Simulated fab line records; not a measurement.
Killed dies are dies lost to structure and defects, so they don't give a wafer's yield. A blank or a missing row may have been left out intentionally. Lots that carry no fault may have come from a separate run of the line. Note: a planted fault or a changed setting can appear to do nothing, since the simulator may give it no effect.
Problem report in the 8D (eight disciplines) form, filled by code | flow n5 finfet | the parts of the form that need people (team, actions taken, sign-off) are left out

1. PROBLEM STATEMENT
Mean of spin speed rpm at N5_PMOS_HMC_CHANNEL_EPI_COAT_31: 1534.7 rpm across 6 wafers in 2 lots; on wafers with no fault it is 1500.1 rpm (standard deviation 0.92). That is +38 standard deviations from the usual mean.
The step: time 60 s, resist thk 66 nm.
Seen first at day 5 23:24 on litho track-02, wafer L307.1. The record has a number at this step for 18 wafers belonging to 6 lots. Rule for "out", or "out of limits": more than 4 standard deviations from the usual mean. Any other wafer with a number is counted as sound.

2. WHAT IT IS, AND WHAT IT ISN'T
question                    | is                     | is not
which readings at this step | spin speed rpm         | resist line temp C
which lots                  | L307, L310             | L295, L296, L297, L313
which wafers of those lots  | all that have a number | -
read on which tools         | litho track-02         | litho track-01, litho track-03
when                        | from day 5 23:24       | up to then (9 sound wafers); but 3 sound wafers of L313 came after

3. SUSPECTS, AND WHAT RULES EACH OUT
Counting: any tool at a process step up to the reading is kept as a suspect provided that every lot that is out went through it and no sound lot did after the first of them.
- litho track-02 at N5_PMOS_HMC_CHANNEL_EPI_COAT_31 (time 60 s, resist thk 66 nm): kept. It ran every lot that is out, first L307 (day 5 23:24), and no sound lot after that; its last sound lot up to then is L297 (day 3 11:22). On those wafers its own readings are out: spin speed rpm.
Left after counting: litho track-02 at N5_PMOS_HMC_CHANNEL_EPI_COAT_31.

4. THE CAUSE (what the simulator had put in)
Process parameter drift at N5_PMOS_HMC_CHANNEL_EPI_COAT_31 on litho track-02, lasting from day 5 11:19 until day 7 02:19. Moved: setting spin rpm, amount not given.
After counting, this tool was the only one left.

5. SEQUENCE OF EFFECTS, ordered by route
Rows list readings where the struck wafers' mean (over those with a number) sits beyond 3 standard deviations from the usual. Scope: only readings with a usual standard deviation given in the record; hours: median across lots of the time from each lot's start at the first step in this table that gives one to its start at this step; sigmas: change in usual standard deviations.
hours | step                            | reading        | usual      | on struck wafers | change | sigmas
0     | N5_PMOS_HMC_CHANNEL_EPI_COAT_31 | spin speed rpm | 1500.1 rpm | 1534.7           | +34.6  | +38
Process steps it contains:
- N5_PMOS_HMC_CHANNEL_EPI_COAT_31: time 60 s, resist thk 66 nm.
At these later measuring or inspecting steps, every struck wafer for which the step has a row has a number for every such reading, and none has moved that far: N5_PMOS_HMC_CHANNEL_EPI_CD_MEAS_09, N5_PMOS_HMC_CHANNEL_EPI_OVL_MEAS_10, N5_PMOS_HMC_CHANNEL_EPI_INSPECT_11, N5_BEOL_M4_RC_MEAS_101.

6. WHAT WOULD HAVE CAUGHT IT SOONER
In this record no reading fell out of limits until day 5 23:24, 12 hours after the fault had begun at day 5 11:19.
